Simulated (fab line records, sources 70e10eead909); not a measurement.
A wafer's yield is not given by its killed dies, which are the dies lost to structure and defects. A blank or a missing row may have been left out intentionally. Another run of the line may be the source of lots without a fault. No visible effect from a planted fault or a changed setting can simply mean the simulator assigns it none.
The tool behind it: which one? :: flow nand-harc :: 12 lots with 36 wafers sampled at 4 steps, on a route of 1302 steps

== WHAT THE GAUGES READ, wafer by wafer ==
NHARC_A_ONON_D1_THK_MEAS_21: measures by ellipsometry.
lot: L996
measured: day 8 17:13
on: film-metro-02
thk-nm (nm): 989 990 990

lot: L998
measured: day 9 09:54
on: film-metro-02
thk-nm (nm): 1005 1003 1004

lot: L100
measured: day 10 02:28
on: film-metro-01
thk-nm (nm): 994 993 994

lot: L102
measured: day 10 23:27
on: film-metro-02
thk-nm (nm): 989 987 987

lot: L103
measured: day 11 19:53
on: film-metro-02
thk-nm (nm): 1010 1010 1010

lot: L104
measured: day 12 03:51
on: film-metro-02
thk-nm (nm): 988 990 990

lot: L106
measured: day 12 20:55
on: film-metro-01
thk-nm (nm): 998 997 997

lot: L108
measured: day 13 11:11
on: film-metro-01
thk-nm (nm): 1005 1004 1002

lot: L111
measured: day 15 08:52
on: film-metro-01
thk-nm (nm): 1008 1009 1008

lot: L115
measured: day 16 10:10
on: film-metro-02
thk-nm (nm): 991 993 991

lot: L116
measured: day 16 19:07
on: film-metro-01
thk-nm (nm): 1001 1000 1000

lot: L118
measured: day 17 13:38
on: film-metro-01
thk-nm (nm): 989 989 988

NHARC_A_ONON_D1_THK_MEAS_34: measures by ellipsometry.
lot: L996
measured: day 8 19:24
on: film-metro-02
thk-nm (nm): 196.2 198.9 203.9

lot: L998
measured: day 9 12:04
on: film-metro-01
thk-nm (nm): 201.9 203.4 201.3

lot: L100
measured: day 10 04:38
on: film-metro-02
thk-nm (nm): 201.0 203.5 200.3

lot: L102
measured: day 11 01:37
on: film-metro-01
thk-nm (nm): 196.6 205.8 205.1

lot: L103
measured: day 11 22:04
on: film-metro-01
thk-nm (nm): 194.9 199.0 198.0

lot: L104
measured: day 12 06:02
on: film-metro-02
thk-nm (nm): 195.2 197.0 200.1

lot: L106
measured: day 12 23:06
on: film-metro-01
thk-nm (nm): 200.1 200.2 204.1

lot: L108
measured: day 13 13:23
on: film-metro-01
thk-nm (nm): 197.8 203.0 205.3

lot: L111
measured: day 15 11:11
on: film-metro-01
thk-nm (nm): 200.3 202.0 200.6

lot: L115
measured: day 16 12:20
on: film-metro-01
thk-nm (nm): 186.3 179.5 190.0

lot: L116
measured: day 16 21:17
on: film-metro-01
thk-nm (nm): 188.8 188.7 190.7

lot: L118
measured: day 17 15:51
on: film-metro-02
thk-nm (nm): 195.2 202.6 200.2

NHARC_A_ONON_D1_INSPECT_32.
lot: L996
measured: day 8 19:29
on: defect-inspect-01
raw-defect-count: 96 78 53

lot: L998
measured: day 9 12:09
on: defect-inspect-01
raw-defect-count: 85 81 93

lot: L100
measured: day 10 04:43
on: defect-inspect-01
raw-defect-count: 77 83 51

lot: L102
measured: day 11 01:42
on: defect-inspect-01
raw-defect-count: 46 60 44

lot: L103
measured: day 11 22:07
on: defect-inspect-01
raw-defect-count: 58 100 81

lot: L104
measured: day 12 06:06
on: defect-inspect-01
raw-defect-count: 98 85 71

lot: L106
measured: day 12 23:10
on: defect-inspect-02
raw-defect-count: 65 85 107

lot: L108
measured: day 13 13:28
on: defect-inspect-02
raw-defect-count: 74 48 63

lot: L111
measured: day 15 11:16
on: defect-inspect-02
raw-defect-count: 54 37 59

lot: L115
measured: day 16 12:24
on: defect-inspect-01
raw-defect-count: 49 54 70

lot: L116
measured: day 16 21:22
on: defect-inspect-02
raw-defect-count: 81 65 82

lot: L118
measured: day 17 15:55
on: defect-inspect-01
raw-defect-count: 53 62 56

== EACH LOT AND THE TOOL THAT RAN IT (in order: tool; ch and the chambers of the sampled wafers; start) ==
lot: L996
NHARC_A_ONON_D1_DEP_33: pecvd-01 ch 0,2, day 8 19:04

lot: L998
NHARC_A_ONON_D1_DEP_33: pecvd-01 ch 0,1,2, day 9 11:47

lot: L100
NHARC_A_ONON_D1_DEP_33: pecvd-02 ch 0,2, day 10 04:16

lot: L102
NHARC_A_ONON_D1_DEP_33: pecvd-02 ch 0,1,2, day 11 01:15

lot: L103
NHARC_A_ONON_D1_DEP_33: pecvd-02 ch 1,2, day 11 21:38

lot: L104
NHARC_A_ONON_D1_DEP_33: pecvd-02 ch 0,1,2, day 12 05:37

lot: L106
NHARC_A_ONON_D1_DEP_33: pecvd-03 ch 0,1, day 12 22:44

lot: L108
NHARC_A_ONON_D1_DEP_33: pecvd-02 ch 0,1, day 13 13:01

lot: L111
NHARC_A_ONON_D1_DEP_33: pecvd-01 ch 0,1, day 15 10:42

lot: L115
NHARC_A_ONON_D1_DEP_33: pecvd-02 ch 0,2, day 16 11:55

lot: L116
NHARC_A_ONON_D1_DEP_33: pecvd-02 ch 0,1, day 16 20:55

lot: L118
NHARC_A_ONON_D1_DEP_33: pecvd-01 ch 1,2, day 17 15:32
- NHARC_A_ONON_D1_DEP_33: deposits SiO2, target thk 200 nm.

== WHAT THE TOOLS THEMSELVES READ (means of the sampled wafers that have a number; where no wafer has one, the mark that the record gives instead) ==
NHARC_A_ONON_D1_DEP_33.
lot: L996
tool: pecvd-01
heater-power-outer-w (W): 373
heater-power-w (W): 655
mfc-precursor-sccm (sccm): 161.2
throttle-valve-pct (%): 15.9

lot: L998
tool: pecvd-01
heater-power-outer-w (W): 313
heater-power-w (W): 577
mfc-precursor-sccm (sccm): 161.6
throttle-valve-pct (%): 16.0

lot: L100
tool: pecvd-02
heater-power-outer-w (W): 275
heater-power-w (W): 491
mfc-precursor-sccm (sccm): 161.1
throttle-valve-pct (%): 15.7

lot: L102
tool: pecvd-02
heater-power-outer-w (W): 277
heater-power-w (W): 488
mfc-precursor-sccm (sccm): 161.1
throttle-valve-pct (%): 15.5

lot: L103
tool: pecvd-02
heater-power-outer-w (W): 262
heater-power-w (W): 468
mfc-precursor-sccm (sccm): 161.4
throttle-valve-pct (%): 15.6

lot: L104
tool: pecvd-02
heater-power-outer-w (W): 292
heater-power-w (W): 504
mfc-precursor-sccm (sccm): 161.1
throttle-valve-pct (%): 15.5

lot: L106
tool: pecvd-03
heater-power-outer-w (W): 322
heater-power-w (W): 528
mfc-precursor-sccm (sccm): 160.8
throttle-valve-pct (%): 15.8

lot: L108
tool: pecvd-02
heater-power-outer-w (W): 284
heater-power-w (W): 493
mfc-precursor-sccm (sccm): 161.7
throttle-valve-pct (%): 16.0

lot: L111
tool: pecvd-01
heater-power-outer-w (W): 384
heater-power-w (W): 675
mfc-precursor-sccm (sccm): 161.4
throttle-valve-pct (%): 15.5

lot: L115
tool: pecvd-02
heater-power-outer-w (W): 257
heater-power-w (W): 460
mfc-precursor-sccm (sccm): 149.0
throttle-valve-pct (%): 15.4

lot: L116
tool: pecvd-02
heater-power-outer-w (W): 257
heater-power-w (W): 461
mfc-precursor-sccm (sccm): 149.0
throttle-valve-pct (%): 15.6

lot: L118
tool: pecvd-01
heater-power-outer-w (W): 335
heater-power-w (W): 596
mfc-precursor-sccm (sccm): 161.6
throttle-valve-pct (%): 16.7

== THE ANSWER, worked out from the rows above alone ==
Rule: the lots themselves supply what counts as usual. The widest of any qualifying gaps counts: lots, ordered by their means at a reading, are off when they make up no more than a third of the lots, leave a main group of 4 or more, and stand apart from it by 3 or more times the standard deviation of that group's means. If all means in a main group match to the digits the tables above print for the reading, that group is not used. Also off: a lot with no number at a reading for which 4 or more lots have one. Any other lot the step has rows for is counted as sound. First the gauges in route order, then the tools' own readings, where a lot's mean is used as printed above. At the first step where some lot is off, the reading lying furthest off is the one used; lots without a number count as furthest.
Off: L115, L116, at NHARC_A_ONON_D1_THK_MEAS_34 (thk-nm). For the main group the mean is 200.4 nm and the standard deviation 1.8.
If a tool, at a process step before that reading, ran all the lots that are off and no sound lot after the first of them, it fits. The gauges at NHARC_A_ONON_D1_THK_MEAS_34 aren't tried: what is off there is off at NHARC_A_ONON_D1_DEP_33 too, on other tools, and a gauge's error can't cause that. One fits: NHARC_A_ONON_D1_DEP_33 on pecvd-02. Its last sound lot is L108 (day 13 13:01), its first lot that is off L115 (day 16 11:55): a fault that began between those two fits.
On the lots that are off, the tool's own readings at NHARC_A_ONON_D1_DEP_33 differ by more than 5 times the standard deviation of the sound lots' means, which bears it out; mfc-precursor-sccm reads 149.0 sccm there versus 161.3 sccm on the sound lots.

== WHAT THE SIMULATOR HAD PUT IN ==
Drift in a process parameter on pecvd-02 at NHARC_A_ONON_D1_DEP_33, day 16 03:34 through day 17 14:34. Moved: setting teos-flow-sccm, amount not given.
Shown lots that were struck: L115, L116. This agrees with what the rule above found.
